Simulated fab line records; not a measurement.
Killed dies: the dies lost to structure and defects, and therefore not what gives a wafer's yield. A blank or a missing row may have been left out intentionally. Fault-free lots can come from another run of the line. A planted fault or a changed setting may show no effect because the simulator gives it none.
fab line records	flow n5_finfet
record lots=7	wafers=21
route steps=1938 shown SD_EPI_P@295 HKMG_FIN@401 GATE_CUT@510 MOL_CONTACT_COAG@559 BEOL_M0_SAQP@681
start_h: start of the lot's first displayed wafer, in hours after the record's first day	wait_h: time in hours since the lot's previous step	" repeats the value in the row above	L1.1+2: a row that stands for several wafers	- no value present, or no start provided	* or withheld: withheld	< > ~ a bound
route shown NAME@n: NAME is a module with steps in the file, n the number in the route of the first one	usual: mean and standard deviation over wafers with no fault	same: alike in all rows	chamber/n: place in a boat	sites: each site's reading	_std_site: the values' standard deviation	_edge_site: outer sites' mean less inner sites'	radius_mm: for every site, how far away it sits from the centre of the wafer	mask NAME#n: copy n	behind: tool/chamber where the wafer was last shaped	hold: why the lot was held/for how many hours/how that ended	device: transistor that didn't switch, given as n, p or np	end of line: the tests these same wafers got at the end of their route	a step given without rows: its recipe and nothing more	killed: count of dies lost to structure and defects at first sort (not the wafer's yield)	map: dies across one wafer; x = killed, . = not, _ = none there
set.NAME: the setting that was run; set.NAME@STEP: the one run at that earlier step	model.NAME: the simulator's own value behind a step, which no gauge read
lots whose settings were changed on purpose; a table a step, a row a wafer
## steps
# step N5_SD_EPI_P_COAT_34
# recipe resist=SOC	temp_c=250	time_s=60	spin_rpm=1500	resist_thk_nm=350
lot.wafer	tool	chamber	start_h	wait_h	set.spin_rpm	model.SOC_of_SD_EPI_P_COAT_34.thk_nm
L075.2	litho_track-02	0	66.14	0.0	1500	350.6
L075.3	"	0	"	"	1500	351
L075.6	"	0	"	"	1500	352
L079.1+5	litho_track-04	0	84.48	0.0	1500	352.4
L079.2	"	0	"	"	1500	351.8
L085.1	litho_track-04	0	119.04	0.0	1599	340.4
L085.4	"	0	"	"	1500	350.6
L085.5	"	0	"	"	1500	351.4
L087.2	litho_track-05	0	130.89	0.0	1500	350.2
L087.5	"	0	"	"	1500	350
L087.6	"	0	"	"	1500	350.6
L088.2	litho_track-05	0	136.22	0.0	1500	348.6
L088.4	"	0	"	"	1607	336.2
L088.5	"	0	"	"	1607	337.4
L092.1	litho_track-05	0	161.10	0.0	1500	351.4
L092.2	"	0	"	"	1500	351.8
L092.5	"	0	"	"	1613	338.6
L097.2	litho_track-04	0	195.13	0.0	1500	351.2
L097.3	"	0	"	"	1500	350.4
L097.4	"	0	"	"	1500	350
# step N5_HKMG_FIN_DESCUM_53
# recipe chemistry=O2	time_s=7.9	source_power_w=50	bias_power_w=20	pressure_mtorr=20	rf_frequency_hz=2.712e+07	temp_c=40	resist=CAR-ArF	o2_flow_sccm=225
lot.wafer	tool	chamber	start_h	wait_h	set.time_s
L075.2	rie_diel-01	1	83.47	0.0	9.456
L075.3+6	"	2,3	"	"	7.9
L079.1	rie_diel-04	0	102.14	0.0	7.9
L079.2+5	"	1,0	"	"	6.934
L085.1+4+5	rie_diel-04	0,2,2	138.11	0.1	7.9
L087.2+5+6	rie_diel-05	2,1,2	148.16	0.1	7.9
L088.2+4+5	rie_diel-05	3,2,2	155.26	0.2	7.9
L092.1	rie_diel-04	0	178.55	0.0	7.9
L092.2+5	"	2,0	"	"	8.97
L097.2+3	rie_diel-04	1,2	213.55	0.1	7.9
L097.4	"	3	"	"	8.798
# step N5_HKMG_FIN_ETCH_54
# recipe chemistry=CF4	target=SiARC	target_depth_a=455	mask_material=CAR-ArF	time_s=75.8	ion_energy_ev=80	pressure_mtorr=40	source_w=545	bias_w=36	Ar_flow_sccm=100	cf4_flow_sccm=100	ends=cleared
lot.wafer	tool	chamber	start_h	wait_h	set.time_s@HKMG_FIN_DESCUM_53	model.CAR-ArF_of_HKMG_FIN_COAT_43.thk_nm
L075.2	rie_diel-01	1	83.51	0.0	9.456	49.6
L075.3+6	"	2,3	"	"	7.9	50.4
L079.1	rie_diel-04	0	102.18	0.0	7.9	50.8
L079.2+5	"	1,0	"	"	6.934	51.4
L085.1+4+5	rie_diel-04	0,2,2	138.15	0.0	7.9	50.6
L087.2	rie_diel-05	2	148.20	0.0	7.9	51
L087.5	"	1	"	"	7.9	50.8
L087.6	"	2	"	"	7.9	51.2
L088.2	rie_diel-05	3	155.30	0.0	7.9	50.6
L088.4+5	"	2	"	"	7.9	50.8
L092.1	rie_diel-04	0	178.58	0.0	7.9	51.2
L092.2+5	"	2,0	"	"	8.97	50.2
L097.2	rie_diel-04	1	213.58	0.0	7.9	51.2
L097.3	"	2	"	"	7.9	50.8
L097.4	"	3	"	"	8.798	50.4
# step N5_GATE_CUT_ALD_22
# recipe material=SiNx	target_thk_a=160	temp_c=400	ald_precursor_family=SiH2I2	ald_co_reactant=N2/H2-plasma	pulse_time_s=1	ald_cycles=320	purge_time_s=2	co_reactant_purge_time_s=2	pressure_torr=2
lot.wafer	tool	chamber	start_h	wait_h	set.ald_cycles	model.SiNx_of_GATE_CUT_ALD_22.thk_nm
L075.2+6	ald_sin-02	1,0	96.55	0.0	320	16
L075.3	"	2	"	"	276	14
L079.1+2	ald_sin-03	1,0	114.78	0.0	355	17.8
L079.5	"	0	"	"	320	16.2
L085.1+4	ald_sin-02	2	150.91	0.0	320	16
L085.5	"	0	"	"	320	15.8
L087.2+5	ald_sin-03	0	160.77	0.0	320	16.2
L087.6	"	3	"	"	320	16
L088.2+5	ald_sin-01	0,1	168.10	0.0	320	16
L088.4	"	3	"	"	268	13.2
L092.1+5	ald_sin-01	2,1	191.39	0.3	320	16.2
L092.2	"	0	"	"	320	16
L097.2	ald_sin-03	1	226.46	0.0	320	16
L097.3	"	3	"	"	320	15.8
L097.4	"	0	"	"	339	16.8
# step N5_MOL_CONTACT_COAG_ALD_27
# recipe material=SiOC	target_thk_a=170	temp_c=400	ald_precursor_family=carbosiloxane	ald_co_reactant=H2-plasma	pulse_time_s=1.5	time_s=2720	purge_time_s=2	co_reactant_purge_time_s=2	ald_cycles=340	pressure_torr=2
lot.wafer	tool	chamber	start_h	wait_h	set.ald_cycles	model.SiOC_of_MOL_CONTACT_COAG_ALD_27.thk_nm
L075.2	ald_sin-04	3	104.68	0.0	340	16.8
L075.3+6	"	0,3	"	"	340	17
L079.1	ald_sin-02	2	123.80	0.5	340	17
L079.2+5	"	3,2	"	"	296	14.8
L085.1+5	ald_sin-04	2	160.94	0.0	291	14.4
L085.4	"	1	"	"	340	17
L087.2	ald_sin-02	0	172.48	0.2	340	16.8
L087.5+6	"	0,3	"	"	340	17
L088.2	ald_sin-04	2	178.94	0.0	340	17
L088.4+5	"	0,1	"	"	302	15
L092.1	ald_sin-04	3	203.04	0.0	372	18.8
L092.2	"	2	"	"	372	18.6
L092.5	"	1	"	"	340	17
L097.2+4	ald_sin-04	2,1	238.15	0.6	297	14.8
L097.3	"	0	"	"	340	16.8
# step N5_MOL_CONTACT_COAG_PECVD_31
# recipe material=SiO2	target_thk_a=460	temp_c=400	precursor=TEOS/O2	pressure_torr=6.5	rf_w=withheld	teos_flow_sccm=withheld	gas=O2	flow_sccm=2650	time_s=8.9
lot.wafer	tool	chamber	start_h	wait_h	set.temp_c	model.SiO2_of_MOL_CONTACT_COAG_PECVD_31.thk_nm
L075.2	pecvd-03	2	107.09	0.3	412.6	41.8
L075.3	"	1	"	"	412.6	42.8
L075.6	"	1	"	"	400	46.6
L079.1	pecvd-03	1	126.20	0.3	408.3	43.4
L079.2	"	0	"	"	400	45.2
L079.5	"	0	"	"	408.3	43
L085.1	pecvd-01	2	163.35	0.3	400	45.6
L085.4	"	1	"	"	400	46
L085.5	"	2	"	"	400	46.2
L087.2	pecvd-01	1	174.89	0.3	400	45.4
L087.5	"	1	"	"	400	46.6
L087.6	"	0	"	"	400	45.6
L088.2	pecvd-03	0	181.54	0.3	400	46
L088.4+5	"	2,1	"	"	400	46.2
L092.1	pecvd-04	1	206.07	0.3	400	45.6
L092.2	"	0	"	"	400	44.6
L092.5	"	0	"	"	400	45.8
L097.2	pecvd-01	0	240.55	0.3	412.1	42
L097.3	"	2	"	"	400	45.8
L097.4	"	2	"	"	400	46.2
# step N5_MOL_CONTACT_COAG_COAT_75
# recipe resist=SOC	temp_c=250	time_s=60	spin_rpm=1500	resist_thk_nm=60
# step N5_MOL_CONTACT_COAG_COAT_76
# recipe resist=SiARC	temp_c=220	time_s=60	spin_rpm=1500	resist_thk_nm=10
# step N5_MOL_CONTACT_COAG_ETCHBACK_135
# recipe chemistry=CHF3	target=SiO2	target_depth_a=250	time_s=16.7	ion_energy_ev=200	pressure_mtorr=30	source_w=610	bias_w=170	Ar_flow_sccm=200	CHF3_flow_sccm=50
# step N5_MOL_CONTACT_COAG_STRIP_118
# recipe chemistry=CHF3	resist=SiARC	rf_frequency_hz=6e+07
# step N5_MOL_CONTACT_COAG_VIA_ETCH_46
# recipe chemistry=C4F6/O2	target_depth_a=460	overetch_a=92	mask_material=SOC	target=SiO2	bias_w=455	pressure_mtorr=10	time_s=40	source_w=325	Ar_flow_sccm=300	C4F6_flow_sccm=10	O2_flow_sccm=10	ion_energy_ev=575.3	ends=end_point
lot.wafer	tool	chamber	start_h	wait_h	set.temp_c@MOL_CONTACT_COAG_PECVD_31	model.etch.depth_nm
L075.2	rie_diel-04	2	108.15	0.0	412.6	41.86
L075.3	"	0	"	"	412.6	42.74
L075.6	"	0	"	"	400	46.55
L079.1	rie_diel-01	2	127.42	0.0	408.3	43.32
L079.2	"	1	"	"	400	45.17
L079.5	"	3	"	"	408.3	43.07
L085.1	rie_diel-01	0	164.97	0.0	400	45.66
L085.4	"	1	"	"	400	46.06
L085.5	"	1	"	"	400	46.25
L087.2	rie_diel-05	1	176.44	0.0	400	45.39
L087.5	"	2	"	"	400	46.63
L087.6	"	3	"	"	400	45.54
L088.2	rie_diel-05	3	182.55	0.0	400	46
L088.4	"	2	"	"	400	46.11
L088.5	"	3	"	"	400	46.26
L092.1	rie_diel-01	1	207.12	0.0	400	45.63
L092.2	"	3	"	"	400	44.65
L092.5	"	0	"	"	400	45.82
L097.2	rie_diel-05	2	241.51	0.0	412.1	42.07
L097.3	"	1	"	"	400	45.8
L097.4	"	1	"	"	400	46.16
# step N5_MOL_CONTACT_COAG_CVD_140
# recipe material=W	target_thk_a=665	mode=selective_fill	temp_c=300	time_s=215
lot.wafer	tool	chamber	start_h	wait_h	set.target_thk_a	model.W_of_MOL_CONTACT_COAG_CVD_140.thk_nm
L075.2+3	cvd_w-01	0	110.01	0.1	665	67.2
L075.6	"	0	"	"	665	66.2
L079.1	cvd_w-02	1	129.60	0.1	665	67.8
L079.2	"	0	"	"	665	66.4
L079.5	"	0	"	"	665	67
L085.1	cvd_w-02	0	166.79	0.1	603.7	60
L085.4	"	0	"	"	603.7	60.6
L085.5	"	1	"	"	665	67.4
L087.2	cvd_w-02	0	178.44	0.1	665	67
L087.5	"	1	"	"	665	67.6
L087.6	"	0	"	"	665	66.4
L088.2	cvd_w-02	1	184.52	0.1	665	66.2
L088.4	"	1	"	"	665	66
L088.5	"	0	"	"	665	65.8
L092.1	cvd_w-02	1	208.87	0.1	665	66
L092.2	"	0	"	"	630.2	62
L092.5	"	0	"	"	665	66.2
L097.2+3	cvd_w-01	0,1	243.37	0.1	665	67
L097.4	"	0	"	"	665	66.6
# step N5_BEOL_M0_SAQP_COAT_72
# recipe resist=SiARC	temp_c=220	time_s=60	spin_rpm=1500	resist_thk_nm=15
lot.wafer	tool	chamber	start_h	wait_h	set.spin_rpm	model.SiARC_of_BEOL_M0_SAQP_COAT_72.thk_nm
L075.2+3	litho_track-02	0	-	-	1500	15
L075.6	"	0	"	"	1355	15.8
L079.1+2+5	litho_track-04	0	-	-	1500	15
L085.1+5	litho_track-02	0	-	-	1500	15
L085.4	"	0	"	"	1338	15.8
L087.2+5+6	litho_track-02	0	-	-	1500	15
L088.2+4+5	litho_track-04	0	-	-	1500	15
L092.1	litho_track-02	0	-	-	1500	15
L092.2	"	0	"	"	1555	14.8
L092.5	"	0	"	"	1555	14.6
L097.2	litho_track-04	0	-	-	1409	15.4
L097.3+4	"	0	"	"	1500	15
# step N5_BEOL_M0_SAQP_EXPOSE_37
# recipe mask_id=M0_CUT1	na=0.33	source_shape=annular	sigma_inner=0.35	sigma_outer=0.8	polarization=unpolarized	target_cd_nm=30	dose_mj=44.75
lot.wafer	tool	chamber	start_h	wait_h	mask	set.dose_mj
L075.2+6	euv_scanner-02	0	118.78	-	M0_CUT1#0	44.75
L075.3	"	0	"	"	M0_CUT1#0	43.68
L079.1+2	euv_scanner-02	0	139.44	-	M0_CUT1#0	42.07
L079.5	"	0	"	"	M0_CUT1#0	44.75
L085.1+5	euv_scanner-02	0	176.18	-	M0_CUT1#0	42.9
L085.4	"	0	"	"	M0_CUT1#0	44.75
L087.2+5+6	euv_scanner-02	0	191.32	-	M0_CUT1#0	44.75
L088.2+5	euv_scanner-02	0	193.84	-	M0_CUT1#0	46.27
L088.4	"	0	"	"	M0_CUT1#0	44.75
L092.1+2+5	euv_scanner-02	0	219.08	-	M0_CUT1#0	47.58
L097.2+3	euv_scanner-02	0	255.56	-	M0_CUT1#0	44.75
L097.4	"	0	"	"	M0_CUT1#0	47.5
# step N5_BEOL_M0_SAQP_PEB_38
# recipe peb_temp_c=100	peb_time_s=60	resist=CAR-EUV
# step N5_BEOL_M0_SAQP_DEVELOP_39
# recipe develop_time_s=30	developer=TMAH	resist=CAR-EUV	rinse_liquid=surfactant_rinse	dry=air_spin	dev_temp_c=23
# step N5_BEOL_M0_SAQP_CD_MEAS_40
# recipe target_cd_nm=30	landing_energy_ev=500	detector=se_inlens
# usual cd_nm=29.97/0.25
lot.wafer	tool	chamber	start_h	wait_h	set.dose_mj@BEOL_M0_SAQP_EXPOSE_37	cd_nm
L075.2	cd_sem-02	0	118.91	-	44.75	29.57
L075.3	"	0	"	"	43.68	29.38
L075.6	"	0	"	"	44.75	30.11
L079.1	cd_sem-02	0	139.57	-	42.07	28.71
L079.2	"	0	"	"	42.07	28.45
L079.5	"	0	"	"	44.75	30.21
L085.1	cd_sem-03	0	176.31	-	42.9	28.70
L085.4	"	0	"	"	44.75	29.87
L085.5	"	0	"	"	42.9	28.98
L087.2	cd_sem-03	0	191.44	-	44.75	29.88
L087.5	"	0	"	"	44.75	30.12
L087.6	"	0	"	"	44.75	30.12
L088.2	cd_sem-01	0	193.97	-	46.27	30.40
L088.4	"	0	"	"	44.75	29.98
L088.5	"	0	"	"	46.27	30.35
L092.1	cd_sem-03	0	219.22	-	47.58	31.17
L092.2	"	0	"	"	47.58	31.50
L092.5	"	0	"	"	47.58	30.67
L097.2	cd_sem-03	0	255.69	-	44.75	30.04
L097.3	"	0	"	"	44.75	30.03
L097.4	"	0	"	"	47.5	31.22
# step N5_BEOL_M0_SAQP_DESCUM_45
# recipe chemistry=O2	time_s=7	source_power_w=50	bias_power_w=20	pressure_mtorr=20	rf_frequency_hz=2.712e+07	temp_c=40	resist=CAR-EUV	o2_flow_sccm=225
lot.wafer	tool	chamber	start_h	wait_h	set.dose_mj@BEOL_M0_SAQP_EXPOSE_37	model.BEOL_M0_SAQP.cd_nm
L075.2	rie_diel-06	0	119.03	0.0	44.75	29.8
L075.3	"	1	"	"	43.68	29.6
L075.6	"	2	"	"	44.75	30
L079.1+2	rie_diel-02	3,0	139.70	0.0	42.07	28.6
L079.5	"	1	"	"	44.75	30
L085.1	rie_diel-03	3	176.59	0.2	42.9	28.8
L085.4	"	0	"	"	44.75	29.8
L085.5	"	1	"	"	42.9	29
L087.2	rie_diel-03	1	191.65	0.1	44.75	29.8
L087.5	"	3	"	"	44.75	30
L087.6	"	2	"	"	44.75	30.2
L088.2	rie_diel-03	2	194.17	0.1	46.27	30.4
L088.4	"	0	"	"	44.75	29.8
L088.5	"	0	"	"	46.27	30.6
L092.1+2+5	rie_diel-02	0,3,0	219.37	0.1	47.58	31.2
L097.2	rie_diel-06	1	255.81	0.0	44.75	29.8
L097.3	"	3	"	"	44.75	30
L097.4	"	0	"	"	47.5	31.4
# step N5_BEOL_M0_SAQP_ETCH_88
# recipe chemistry=N2/H2	target=underlayer	target_depth_a=65	time_s=5.2	ion_energy_ev=200	mask_material=CAR-EUV	pressure_mtorr=30	source_w=840	bias_w=150	n2_flow_sccm=200	h2_flow_sccm=200	ends=cleared
lot.wafer	tool	chamber	start_h	wait_h	set.dose_mj@BEOL_M0_SAQP_EXPOSE_37	model.BEOL_M0_SAQP.cd_nm
L075.2	rie_diel-06	0	119.07	0.0	44.75	29.8
L075.3	"	1	"	"	43.68	29.6
L075.6	"	2	"	"	44.75	30
L079.1	rie_diel-02	3	139.73	0.0	42.07	28.6
L079.2	"	0	"	"	42.07	28.8
L079.5	"	1	"	"	44.75	30
L085.1	rie_diel-03	3	176.63	0.0	42.9	28.8
L085.4	"	0	"	"	44.75	29.6
L085.5	"	1	"	"	42.9	29
L087.2+5	rie_diel-03	1,3	191.69	0.0	44.75	30
L087.6	"	2	"	"	44.75	30.2
L088.2	rie_diel-03	2	194.21	0.0	46.27	30.6
L088.4	"	0	"	"	44.75	29.8
L088.5	"	0	"	"	46.27	30.4
L092.1+2+5	rie_diel-02	0,3,0	219.41	0.0	47.58	31.2
L097.2+3	rie_diel-06	1,3	255.85	0.0	44.75	29.8
L097.4	"	0	"	"	47.5	31.2
# step N5_BEOL_M0_SAQP_ETCH_73
# recipe chemistry=CF4	target=SiARC	target_depth_a=195	mask_material=CAR-EUV	time_s=32.5	ion_energy_ev=80	pressure_mtorr=40	source_w=545	bias_w=36	Ar_flow_sccm=100	cf4_flow_sccm=100	ends=cleared
lot.wafer	tool	chamber	start_h	wait_h	set.spin_rpm@BEOL_M0_SAQP_COAT_72	set.dose_mj@BEOL_M0_SAQP_EXPOSE_37	model.BEOL_M0_SAQP.cd_nm	model.etch.depth_nm
L075.2	rie_diel-06	0	119.08	0.0	1500	44.75	29.6	14.97
L075.3	"	1	"	"	1500	43.68	29.6	14.93
L075.6	"	2	"	"	1355	44.75	30.2	15.74
L079.1	rie_diel-02	3	139.75	0.0	1500	42.07	28.6	15.04
L079.2	"	0	"	"	1500	42.07	28.4	15.06
L079.5	"	1	"	"	1500	44.75	30	15
L085.1	rie_diel-03	3	176.64	0.0	1500	42.9	28.8	14.98
L085.4	"	0	"	"	1338	44.75	29.8	15.84
L085.5	"	1	"	"	1500	42.9	28.8	14.96
L087.2	rie_diel-03	1	191.70	0.0	1500	44.75	29.8	15.02
L087.5	"	3	"	"	1500	44.75	30.2	15
L087.6	"	2	"	"	1500	44.75	30.4	14.99
L088.2	rie_diel-03	2	194.22	0.0	1500	46.27	30.8	15
L088.4	"	0	"	"	1500	44.75	29.6	15.03
L088.5	"	0	"	"	1500	46.27	30.4	15
L092.1	rie_diel-02	0	219.42	0.0	1500	47.58	31.2	15.03
L092.2	"	3	"	"	1555	47.58	31.2	14.71
L092.5	"	0	"	"	1555	47.58	31.2	14.67
L097.2	rie_diel-06	1	255.87	0.0	1409	44.75	29.6	15.5
L097.3	"	3	"	"	1500	44.75	29.6	15.08
L097.4	"	0	"	"	1500	47.5	31.2	15.06
# step N5_BEOL_M0_SAQP_CUT_ETCH_46
# recipe chemistry=N2/H2	target=SOC	target_depth_a=1350	overetch_a=270	temp_c=40	time_s=202.5	ion_energy_ev=200	mask_material=SiARC	pressure_mtorr=30	source_w=840	bias_w=150	n2_flow_sccm=200	h2_flow_sccm=200
lot.wafer	tool	chamber	start_h	wait_h	set.dose_mj@BEOL_M0_SAQP_EXPOSE_37	model.BEOL_M0_SAQP.cd_nm
L075.2	rie_diel-06	0	119.12	0.0	44.75	29.8
L075.3	"	1	"	"	43.68	29.4
L075.6	"	2	"	"	44.75	30.6
L079.1	rie_diel-02	3	139.78	0.0	42.07	28.4
L079.2	"	0	"	"	42.07	27.8
L079.5	"	1	"	"	44.75	30.8
L085.1	rie_diel-03	3	176.67	0.0	42.9	29.2
L085.4	"	0	"	"	44.75	29.4
L085.5	"	1	"	"	42.9	29
L087.2	rie_diel-03	1	191.74	0.0	44.75	29.4
L087.5	"	3	"	"	44.75	30.4
L087.6	"	2	"	"	44.75	29.6
L088.2	rie_diel-03	2	194.26	0.0	46.27	30.2
L088.4	"	0	"	"	44.75	29.4
L088.5	"	0	"	"	46.27	30.4
L092.1+5	rie_diel-02	0	219.45	0.0	47.58	31.2
L092.2	"	3	"	"	47.58	31.4
L097.2	rie_diel-06	1	255.90	0.0	44.75	29.2
L097.3	"	3	"	"	44.75	29.8
L097.4	"	0	"	"	47.5	31.2
# step N5_BEOL_M0_SAQP_STRIP_74
# recipe chemistry=N2/H2	temp_c=40	n2_flow_sccm=200	h2_flow_sccm=200	rf_frequency_hz=6e+07
# step N5_BEOL_M0_SAQP_STRIP_89
# recipe chemistry=N2/H2	temp_c=40	n2_flow_sccm=200	h2_flow_sccm=200	rf_frequency_hz=6e+07
# step N5_BEOL_M0_SAQP_ALD_48
# recipe material=SiO2	target_thk_a=200	temp_c=100	ald_precursor_family=BDEAS	ald_co_reactant=O2-plasma	pulse_time_s=1	co_reactant_pulse_time_s=1	purge_time_s=2	co_reactant_purge_time_s=2	ald_cycles=139	pressure_torr=2
# step N5_BEOL_M0_SAQP_ETCH_49
# recipe chemistry=CF4/O2	target_depth_a=370	target=SiO2	pressure_mtorr=40	source_w=535	bias_w=49	Ar_flow_sccm=100	cf4_flow_sccm=100	O2_flow_sccm=10	ion_energy_ev=100
lot.wafer	tool	chamber	start_h	wait_h	set.dose_mj@BEOL_M0_SAQP_EXPOSE_37	model.BEOL_M0_SAQP.cd_nm
L075.2	rie_diel-06	3	120.17	0.4	44.75	29.8
L075.3	"	2	"	"	43.68	29.4
L075.6	"	0	"	"	44.75	30.4
L079.1	rie_diel-06	2	140.67	0.3	42.07	28.6
L079.2	"	1	"	"	42.07	27.8
L079.5	"	2	"	"	44.75	30.8
L085.1+5	rie_diel-06	0	177.55	0.3	42.9	29
L085.4	"	1	"	"	44.75	29.4
L087.2	rie_diel-03	2	192.95	0.3	44.75	29.2
L087.5	"	3	"	"	44.75	30.2
L087.6	"	0	"	"	44.75	29.6
L088.2	rie_diel-02	2	194.98	0.3	46.27	30.2
L088.4	"	3	"	"	44.75	29.4
L088.5	"	2	"	"	46.27	30.4
L092.1+2+5	rie_diel-03	0,1,0	220.43	0.3	47.58	31.2
L097.2	rie_diel-02	1	256.64	0.3	44.75	29
L097.3	"	2	"	"	44.75	29.6
L097.4	"	3	"	"	47.5	31.2
## key
split step=N5_SD_EPI_P_COAT_34	setting=spin_rpm	stated=1500	by=wafer
response step=N5_SD_EPI_P_COAT_34	reading=model.SOC_of_SD_EPI_P_COAT_34.thk_nm	change=-1.67	per=1%	r=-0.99
split step=N5_HKMG_FIN_DESCUM_53	setting=time_s	stated=7.9	by=wafer
response step=N5_HKMG_FIN_ETCH_54	reading=model.CAR-ArF_of_HKMG_FIN_COAT_43.thk_nm	change=-0.0511	per=1%	r=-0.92
split step=N5_GATE_CUT_ALD_22	setting=ald_cycles	stated=320	by=wafer
response step=N5_GATE_CUT_ALD_22	reading=model.SiNx_of_GATE_CUT_ALD_22.thk_nm	change=+0.158	per=1%	r=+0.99
split step=N5_MOL_CONTACT_COAG_ALD_27	setting=ald_cycles	stated=340	by=wafer
response step=N5_MOL_CONTACT_COAG_ALD_27	reading=model.SiOC_of_MOL_CONTACT_COAG_ALD_27.thk_nm	change=+0.173	per=1%	r=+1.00
split step=N5_MOL_CONTACT_COAG_PECVD_31	setting=temp_c	stated=400	by=wafer
response step=N5_MOL_CONTACT_COAG_PECVD_31	reading=model.SiO2_of_MOL_CONTACT_COAG_PECVD_31.thk_nm	change=-1.27	per=1%	r=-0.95
response step=N5_MOL_CONTACT_COAG_VIA_ETCH_46	reading=model.etch.depth_nm	change=-1.25	per=1%	r=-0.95
split step=N5_MOL_CONTACT_COAG_CVD_140	setting=target_thk_a	stated=665	by=wafer
response step=N5_MOL_CONTACT_COAG_CVD_140	reading=model.W_of_MOL_CONTACT_COAG_CVD_140.thk_nm	change=+0.773	per=1%	r=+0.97
split step=N5_BEOL_M0_SAQP_COAT_72	setting=spin_rpm	stated=1500	by=wafer
response step=N5_BEOL_M0_SAQP_COAT_72	reading=model.SiARC_of_BEOL_M0_SAQP_COAT_72.thk_nm	change=-0.0764	per=1%	r=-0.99
response step=N5_BEOL_M0_SAQP_ETCH_73	reading=model.etch.depth_nm	change=-0.0807	per=1%	r=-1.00
split step=N5_BEOL_M0_SAQP_EXPOSE_37	setting=dose_mj	stated=44.75	by=wafer
response step=N5_BEOL_M0_SAQP_CD_MEAS_40	reading=cd_nm	change=+0.22	per=1%	r=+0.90
response step=N5_BEOL_M0_SAQP_DESCUM_45	reading=model.BEOL_M0_SAQP.cd_nm	change=+0.226	per=1%	r=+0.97
response step=N5_BEOL_M0_SAQP_ETCH_88	reading=model.BEOL_M0_SAQP.cd_nm	change=+0.207	per=1%	r=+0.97
response step=N5_BEOL_M0_SAQP_ETCH_73	reading=model.BEOL_M0_SAQP.cd_nm	change=+0.251	per=1%	r=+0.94
response step=N5_BEOL_M0_SAQP_CUT_ETCH_46	reading=model.BEOL_M0_SAQP.cd_nm	change=+0.304	per=1%	r=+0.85
response step=N5_BEOL_M0_SAQP_ETCH_49	reading=model.BEOL_M0_SAQP.cd_nm	change=+0.311	per=1%	r=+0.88
